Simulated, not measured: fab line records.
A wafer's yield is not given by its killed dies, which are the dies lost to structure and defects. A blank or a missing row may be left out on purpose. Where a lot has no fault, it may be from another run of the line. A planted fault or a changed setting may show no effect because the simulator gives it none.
Which tool was responsible? ; flow n5-finfet ; Sampling: 9 lots, 27 wafers, 5 of 1938 route steps

WHAT THE GAUGES READ, wafer by wafer
N5_WELL_APT_CD_MEAS_08: target cd 200 nm. Usual: cd-nm at 200.5 nm, with a standard deviation of 1.5.
lot;measured;on;cd-nm (nm);flag
L290;day 2 01:52;cd-sem-03;202.2 200.3 201.4;
L292;day 2 13:51;cd-sem-01;200.9 197.6 199.8;
L293;day 2 19:53;cd-sem-02;203.6 204.0 201.7;
L294;day 3 01:35;cd-sem-02;201.3 199.2 202.0;
L300;day 4 13:52;cd-sem-01;201.2 202.8 200.6;
L303;day 5 07:49;cd-sem-03;199.8 199.6 199.9;
L306;day 6 01:42;cd-sem-02;201.5 200.5 200.3;
L308;day 6 13:50;cd-sem-03;200.4 202.9 199.3;
L310;day 7 02:05;cd-sem-01;198.6 197.9 200.5;

N5_BEOL_M4_RC_MEAS_101. Usual: CJ_N 4.33, standard deviation 0.091; CJ_P 5.78, standard deviation 0.18; DIBL_N 36.2 mV/V, standard deviation 1.7; DIBL_P 36.6 mV/V, standard deviation 1.9; IOFF_N 0.16 nA/um, standard deviation 0.032; IOFF_N_LONG 5.56e-05 nA/um, standard deviation 2.5e-06; IOFF_P 0.21 nA/um, standard deviation 0.037; IOFF_P_85C 3.6 nA/um, standard deviation 0.54; IOFF_P_LIN 0.097 nA/um, standard deviation 0.013; IOFF_P_LONG 0.000101 nA/um, standard deviation 7.2e-06; ION_N 675 uA/um, standard deviation 12; ION_P 460 uA/um, standard deviation 8.1; RS_NWELL 1039 ohm/sq, standard deviation 6.4; RS_PWELL 3015 ohm/sq, standard deviation 21; SS_N 71.4 mV/dec, standard deviation 0.58; SS_P 73.4 mV/dec, standard deviation 0.64; VT_N 249 mV, standard deviation 3.2; VT_N_LONG 274.6 mV, standard deviation 1.8; VT_N_LVT 96 mV, standard deviation 3.6; VT_P -252 mV, standard deviation 3.4.
lot;measured;on;CJ_N;CJ_P;DIBL_N (mV/V);DIBL_P (mV/V);IOFF_N (nA/um);IOFF_N_LONG (nA/um);IOFF_P (nA/um);IOFF_P_85C (nA/um);IOFF_P_LIN (nA/um);IOFF_P_LONG (nA/um);ION_N (uA/um);ION_P (uA/um);RS_NWELL (ohm/sq);RS_PWELL (ohm/sq);SS_N (mV/dec);SS_P (mV/dec);VT_N (mV);VT_N_LONG (mV);VT_N_LVT (mV);VT_P (mV);flag
L290;day 8 10:26;prober-01;4.43 4.46 4.32;5.66 5.79 6.11;38.3 40.0 36.8;38.3 40.5 37.0;0.19 0.24 0.18;5.76e-05 5.9e-05 5.89e-05;0.26 0.31 0.24;4.3 5.0 4.1;0.115 0.131 0.110;0.000109 0.000111 0.00012;684 685 685;460 469 466;1041 1034 1045;3027 3021 3027;71.3 72.7 71.6;74.0 74.1 73.1;246 244 247;272.7 273.9 273.1;92 90 92;-247 -242 -246;
L292;day 9 00:46;prober-02;4.43 4.39 4.43;5.67 5.71 6.04;37.4 35.3 36.7;37.4 34.8 36.8;0.19 0.14 0.18;5.34e-05 5.31e-05 5.27e-05;0.21 0.17 0.20;3.7 3.1 3.5;0.099 0.084 0.094;9.2e-05 9.2e-05 9.8e-05;688 669 664;468 454 457;1040 1039 1036;3044 3008 3053;71.5 71.3 72.4;73.3 73.3 73.7;247 253 249;275.9 274.3 276.0;93 100 96;-251 -255 -252;
L293;day 9 02:31;prober-02;4.22 4.31 4.25;5.71 6.08 6.10;37.4 34.8 35.5;38.4 34.5 35.5;0.18 0.13 0.15;5.8e-05 5.86e-05 5.78e-05;0.23 0.16 0.18;4.0 3.1 3.3;0.106 0.086 0.092;9.9e-05 0.000106 0.000107;679 674 671;467 461 458;1033 1044 1031;2985 3002 2998;71.6 70.8 70.8;74.6 73.0 73.6;249 251 251;274.4 273.7 272.8;91 95 94;-246 -251 -253;
L294;day 9 08:15;prober-02;4.32 4.41 4.45;5.83 5.58 5.77;35.1 34.4 36.1;35.8 34.5 37.2;0.15 0.14 0.18;5.88e-05 5.84e-05 5.87e-05;0.20 0.19 0.23;3.6 3.3 4.0;0.100 0.092 0.109;0.000103 0.0001 0.000103;688 674 681;470 460 468;1054 1037 1045;3031 3019 3044;71.5 71.0 71.5;73.1 72.3 73.6;249 246 246;272.2 273.3 275.8;96 97 94;-250 -252 -248;
L300;day 11 02:02;prober-02;5.16 5.16 5.17;1.30 1.29 1.29;33.6 35.0 35.0;39.2 52.5 48.3;0.08 0.09 0.09;4.31e-05 4.32e-05 4.34e-05;0.31 1.36 0.85;5.1 17.5 11.8;0.108 0.190 0.159;7.9e-05 7.9e-05 7.9e-05;596 603 599;467 479 475;1096 1112 1101;3345 3368 3351;70.5 71.2 71.5;75.8 88.9 83.8;262 266 265;292.4 293.3 290.6;111 110 110;-249 -246 -249;OFF
L303;day 11 09:05;prober-01;5.14 5.20 5.15;1.30 1.31 1.31;34.8 33.4 32.7;47.0 40.1 53.0;0.11 0.09 0.08;4.17e-05 4.14e-05 4.23e-05;0.58 0.28 1.20;8.4 4.5 15.5;0.134 0.097 0.162;6.9e-05 6.8e-05 6.7e-05;611 599 584;468 455 457;1110 1117 1107;3333 3359 3382;71.1 71.1 70.7;79.5 75.8 88.2;262 263 263;294.7 297.1 294.7;106 108 110;-253 -255 -253;OFF
L306;day 12 03:40;prober-01;4.37 4.18 4.26;5.67 5.51 5.29;34.6 36.3 36.0;34.0 37.4 36.6;0.14 0.16 0.15;5.56e-05 5.46e-05 5.48e-05;0.15 0.19 0.17;2.8 3.4 3.1;0.080 0.093 0.086;9.6e-05 9.1e-05 9.1e-05;679 667 680;461 451 455;1034 1048 1041;3032 3035 3017;70.6 71.6 72.1;73.0 73.7 73.5;249 250 250;275.0 273.5 273.3;97 96 97;-256 -254 -256;
L308;day 12 22:44;prober-02;4.14 4.39 4.22;5.69 5.81 5.67;36.8 36.7 37.9;36.1 35.8 37.3;0.13 0.15 0.15;5.25e-05 5.45e-05 5.25e-05;0.19 0.18 0.20;3.3 3.2 3.5;0.087 0.085 0.093;9.1e-05 9.2e-05 9e-05;656 683 671;448 457 461;1041 1045 1048;3006 2962 2991;71.4 71.7 71.1;72.4 72.7 73.7;253 252 250;277.1 274.8 276.0;101 98 97;-255 -256 -252;
L310;day 13 07:38;prober-01;4.16 4.27 4.26;5.82 5.57 5.68;38.3 37.1 36.5;39.7 37.1 36.0;0.20 0.18 0.17;5.6e-05 5.7e-05 5.82e-05;0.26 0.22 0.21;4.4 3.8 3.7;0.115 0.102 0.099;0.0001 9.6e-05 0.000101;692 682 682;470 466 466;1043 1036 1048;3003 2986 2982;71.9 71.8 71.2;74.3 74.0 73.5;247 248 248;273.8 270.9 274.6;95 97 96;-247 -251 -250;

TOOL THAT RAN EACH LOT (tool first, then ch and the chambers of the sampled wafers, then the start)
lot;N5_WELL_APT_DESCUM_30;N5_WELL_APT_EPI_41;N5_PMOS_HMC_CHANNEL_EPI_ETCH_38
L290;rie-diel-04 ch 0,1,3, day 2 03:04;epi-rpcvd-01 ch 0, day 2 04:26;rie-si-04 ch 1,2,3, day 2 05:59
L292;rie-diel-04 ch 0,2,3, day 2 15:12;epi-rpcvd-03 ch 0, day 2 16:12;rie-si-04 ch 0,1,3, day 2 17:43
L293;rie-diel-06 ch 0,3, day 2 21:07;epi-rpcvd-01 ch 0, day 2 22:20;rie-si-02 ch 0,1,2, day 2 23:47
L294;rie-diel-05 ch 0,2, day 3 03:31;epi-rpcvd-03 ch 0, day 3 04:37;rie-si-02 ch 0,3, day 3 06:00
L300;rie-diel-04 ch 0,3, day 4 15:17;epi-rpcvd-03 ch 0, day 4 16:26;rie-si-05 ch 0,2,3, day 4 18:16
L303;rie-diel-06 ch 0,1,3, day 5 09:13;epi-rpcvd-03 ch 0, day 5 10:20;rie-si-04 ch 0,1,2, day 5 12:26
L306;rie-diel-04 ch 0,1,3, day 6 03:17;epi-rpcvd-01 ch 0, day 6 04:17;rie-si-02 ch 0,1, day 6 05:57
L308;rie-diel-04 ch 0,2, day 6 15:35;epi-rpcvd-04 ch 0, day 6 16:47;rie-si-05 ch 1,2,3, day 6 18:53
L310;rie-diel-04 ch 1,2, day 7 03:25;epi-rpcvd-04 ch 0, day 7 04:52;rie-si-05 ch 0,1, day 7 06:10
- N5_WELL_APT_DESCUM_30: chemistry O2, time 7.9 s.
- N5_WELL_APT_EPI_41: deposits Si from SiH4/H2, target thk 50 nm, time 297.7 s.
- N5_PMOS_HMC_CHANNEL_EPI_ETCH_38: etches SiO2 in CF4, target depth 1.5 nm.

AS READ BY THE TOOLS THEMSELVES (means over the sampled wafers that have a number; for cases with no such wafer, the mark the record gives instead)
N5_WELL_APT_DESCUM_30. Usual: drypump-motor-current-A 5.5 A, standard deviation 0.5; oes-product-au 0.78 a.u., standard deviation 0.076; rf-vpp-V 242.8 V, standard deviation 1.5; showerhead-plenum-p-Torr 2.07 Torr, standard deviation 0.074; throttle-valve-pct 20.46 %, standard deviation 0.2.
lot;tool;drypump-motor-current-A (A);oes-product-au (a.u.);rf-vpp-V (V);showerhead-plenum-p-Torr (Torr);throttle-valve-pct (%);flag
L290;rie-diel-04;5.5;0.78;242.8;2.09;20.30;
L292;rie-diel-04;5.7;0.82;243.6;2.11;20.46;
L293;rie-diel-06;4.8;0.76;242.0;2.01;20.41;
L294;rie-diel-05;5.7;0.88;244.7;2.22;20.44;
L300;rie-diel-04;5.3;0.76;244.6;2.12;20.44;
L303;rie-diel-06;5.1;0.73;241.3;2.03;20.59;
L306;rie-diel-04;5.6;0.75;242.7;2.08;20.34;
L308;rie-diel-04;6.1;0.82;242.6;2.08;20.55;
L310;rie-diel-04;6.1;0.84;242.3;2.03;20.53;

N5_WELL_APT_EPI_41. Usual: run-length-s 357 s, standard deviation 3.5; throttle-valve-pct 11.1 %, standard deviation 0.31.
lot;tool;run-length-s (s);throttle-valve-pct (%);flag
L290;epi-rpcvd-01;356;11.1;
L292;epi-rpcvd-03;355;11.4;
L293;epi-rpcvd-01;355;11.1;
L294;epi-rpcvd-03;355;11.4;
L300;epi-rpcvd-03;183;11.4;OFF
L303;epi-rpcvd-03;175;11.4;OFF
L306;epi-rpcvd-01;356;11.3;
L308;epi-rpcvd-04;361;11.0;
L310;epi-rpcvd-04;354;10.8;

N5_PMOS_HMC_CHANNEL_EPI_ETCH_38. Usual: drypump-motor-current-A 5.5 A, standard deviation 0.47; oes-product-au 1.000 a.u., standard deviation 0.018; throttle-valve-pct 21.80 %, standard deviation 0.27.
lot;tool;drypump-motor-current-A (A);oes-product-au (a.u.);throttle-valve-pct (%);flag
L290;rie-si-04;5.7;0.992;21.51;
L292;rie-si-04;6.0;1.013;21.74;
L293;rie-si-02;5.4;0.996;22.02;
L294;rie-si-02;5.8;1.013;21.86;
L300;rie-si-05;5.0;1.007;21.83;
L303;rie-si-04;5.8;0.995;21.65;
L306;rie-si-02;5.4;1.010;22.07;
L308;rie-si-05;5.2;0.998;21.82;
L310;rie-si-05;5.1;0.996;21.82;

THE ANSWER, worked out from the rows above alone
Rule: take the mean of a lot's wafers that have a number; if it is more than 3 standard deviations from the usual mean, the lot is off. A lot without any number at a reading at which 4 lots or more have one is off too. All remaining lots with rows at the step are treated as sound. First the gauges in route order, then the tools' own readings, where a lot's mean is used as printed above. The first step at which some lot is off is used, and at that step the reading that is off furthest; a lot without a number counts as furthest.
Off: L300, L303, seen at N5_BEOL_M4_RC_MEAS_101 (CJ_P).
If a tool, at a process step before that reading, ran all the lots that are off and no sound lot after the first of them, it fits. The gauges at N5_BEOL_M4_RC_MEAS_101 aren't tried: what is off there is off at N5_WELL_APT_EPI_41 too, on other tools, and a gauge's error can't cause that. One fits: N5_WELL_APT_EPI_41 on epi-rpcvd-03. A fault onset in the window from L294 (day 3 04:37, its last sound lot) to L300 (day 4 16:26, its first lot off) fits.
The tool's own readings at N5_WELL_APT_EPI_41 bear it out: on the lots that are off they differ by more than 5 times the standard deviation of the sound lots' means. run-length-s reads 179 s there against 356 s on the sound lots.

WHAT WAS PUT IN BY THE SIMULATOR
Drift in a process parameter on epi-rpcvd-03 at N5_WELL_APT_EPI_41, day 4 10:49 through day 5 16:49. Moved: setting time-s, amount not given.
Lots struck among those shown: L300, L303. The same result came from the rule above.
